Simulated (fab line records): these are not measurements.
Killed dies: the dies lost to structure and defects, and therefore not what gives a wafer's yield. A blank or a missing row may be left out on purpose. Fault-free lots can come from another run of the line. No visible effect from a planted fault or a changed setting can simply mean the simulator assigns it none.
fab line records ; flow n5-finfet
record lots=7; wafers=39
route steps=1938 shown PASSIVATION@1915
start-h: the number of hours between the record's first day and the start of the first shown wafer of the lot ; wait-h: hours since the lot's step before ; " as in the row above ; L1.1+2: a single row standing in for several wafers ; - no value present, or no start provided ; * or withheld: withheld ; < > ~ a bound
route shown NAME@n: a module of which the file shows steps, and the number in the route of the first ; usual: average and standard deviation across the fault-free wafers ; same: alike in all rows ; chamber/n: place in a boat ; sites: readings site by site ; _std_site: the values' standard deviation ; _edge_site: outer sites' mean less inner sites' ; radius-mm: for every site, how far away it sits from the centre of the wafer ; mask NAME#n: copy n ; behind: the last tool/chamber to shape the wafer ; hold: cause of the lot's hold/its duration in hours/its outcome ; device: transistor that didn't switch, given as n, p or np ; end of line: the route-end tests of the same wafers ; a step without rows: its recipe alone ; killed: at the first sort, the dies lost to defects and structure; wafer yield is something else ; map: per-die view of a wafer (x killed, . not killed, _ where there is no die)
set.NAME: the run value of the setting; set.NAME@STEP: its run value at that earlier step ; model.NAME: the simulator's own value behind a step, which no gauge read
lots whose settings were changed on purpose; a table a step, a row a wafer
## steps
# step N5_PASSIVATION_PECVD_53
# recipe material=SiO2; target-thk-a=8000; temp-c=400; precursor=TEOS/O2; pressure-torr=6.5; rf-w=withheld; teos-flow-sccm=withheld; gas=O2; flow-sccm=2650; time-s=169.4
lot.wafer;tool;chamber;start-h;wait-h;set.time-s;model.SiO2_of_PASSIVATION_PECVD_53.thk-nm
L080.2;pecvd-01;1;301.21;0.0;169.4;771.8
L080.3;pecvd-01;1;301.21;0.0;169.4;784.4
L080.4;pecvd-01;2;301.21;0.0;169.4;800.4
L088.1;pecvd-01;2;338.92;0.0;169.4;804
L088.2;pecvd-01;0;338.92;0.0;106.9;514.6
L088.3;pecvd-01;1;338.92;0.0;106.9;505.8
L088.4;pecvd-01;2;338.92;0.0;106.9;515.2
L088.5;pecvd-01;0;338.92;0.0;169.4;812
L088.6;pecvd-01;1;338.92;0.0;169.4;807.4
L086.1;pecvd-01;2;347.45;0.0;269.7;1262
L086.2;pecvd-01;0;347.45;0.0;169.4;804.6
L086.3;pecvd-01;1;347.45;0.0;169.4;802
L086.4;pecvd-01;1;347.45;0.0;169.4;803.6
L086.5;pecvd-01;2;347.45;0.0;269.7;1287
L086.6;pecvd-01;0;347.45;0.0;269.7;1284
L090.1;pecvd-02;1;363.92;0.0;200.4;937
L090.2;pecvd-02;0;363.92;0.0;169.4;781.6
L090.3;pecvd-02;2;363.92;0.0;169.4;781.4
L090.4;pecvd-02;1;363.92;0.0;169.4;797.4
L090.5;pecvd-02;0;363.92;0.0;200.4;949
L090.6;pecvd-02;2;363.92;0.0;200.4;927.4
L091.1;pecvd-01;0;364.08;0.0;169.4;794
L091.2;pecvd-01;1;364.08;0.0;169.4;784.4
L091.3;pecvd-01;2;364.08;0.0;169.4;795.2
L091.4;pecvd-01;0;364.08;0.0;169.4;809.4
L091.5;pecvd-01;2;364.08;0.0;169.4;816.8
L091.6;pecvd-01;1;364.08;0.0;169.4;798
L094.1;pecvd-01;1;393.41;0.0;169.4;801.2
L094.2;pecvd-01;0;393.41;0.0;257.1;1214
L094.3;pecvd-01;2;393.41;0.0;257.1;1215
L094.4;pecvd-01;1;393.41;0.0;257.1;1217
L094.5;pecvd-01;0;393.41;0.0;169.4;829
L094.6;pecvd-01;2;393.41;0.0;169.4;816.2
L097.1;pecvd-03;0;398.94;0.0;169.4;788.8
L097.2;pecvd-03;2;398.94;0.0;169.4;784.2
L097.3;pecvd-03;1;398.94;0.0;169.4;793.2
L097.4;pecvd-03;2;398.94;0.0;169.4;799.4
L097.5;pecvd-03;1;398.94;0.0;169.4;813.6
L097.6;pecvd-03;0;398.94;0.0;169.4;810.4
## key
split step=N5_PASSIVATION_PECVD_53; setting=time-s; stated=169.4; by=wafer
response step=N5_PASSIVATION_PECVD_53; reading=model.SiO2_of_PASSIVATION_PECVD_53.thk-nm; change=+7.93; per=1%; r=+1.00
